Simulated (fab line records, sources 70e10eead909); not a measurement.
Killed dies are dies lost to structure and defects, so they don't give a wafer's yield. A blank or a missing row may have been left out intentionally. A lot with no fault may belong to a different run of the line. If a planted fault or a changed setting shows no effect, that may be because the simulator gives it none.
Matching of chambers ; flow nand_harc ; 4 sister chambers for NHARC_A_STAIRCASE_ALD_420 on ald_hk-04
The step deposits SiO2, target thk 20 nm, pulse time 6 s, ald cycles 200. 8 wafers are shown with their chamber, then 7 later ones without.

EACH WAFER AND ITS CHAMBER
wafer;chamber;heater_power_w (W);precursor_pulse_height_rel
L083.2;2;424;1.026
L083.3;3;478;1.007
L083.4;0;494;1.027
L088.2;1;408;1.009
L088.3;0;494;0.996
L088.5;3;486;0.963
L090.2;2;431;0.972
L090.3;1;410;1.003

WAFERS WHOSE CHAMBER IS MISSING
wafer;heater_power_w (W);precursor_pulse_height_rel
L090.6;429;1.022
L094.4;419;1.045
L094.5;495;1.016
L094.6;398;1.020
L097.1;418;0.992
L097.3;496;0.974
L097.5;430;0.986

CHAMBER TAKEN BY EACH
wafer;from the rows above;in truth
L090.6;2;2
L094.4;can't be placed: 2 or 1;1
L094.5;0;0
L094.6;1;1
L097.1;can't be placed: 1 or 2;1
L097.3;0;0
L097.5;2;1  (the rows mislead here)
Placed correctly: 4 of 7. Cannot be placed on the basis of these rows: 2; the candidates contain the true chamber in 2. 1 placed wrongly.
How it was worked out, from the rows above alone: a wafer's distance from a chamber is the root of the sum, over the readings, of the square of ((its reading less the chamber's mean) divided by the reading's scatter). If the next closest chamber is less than 2 further off than the closest, the wafer can't be placed; otherwise it belongs to the closest. A chamber's mean is the mean of its shown wafers. The scatter: take each reading less its chamber's mean, square it, sum over the shown wafers, divide by the number of wafers less the number of chambers, and take the root.
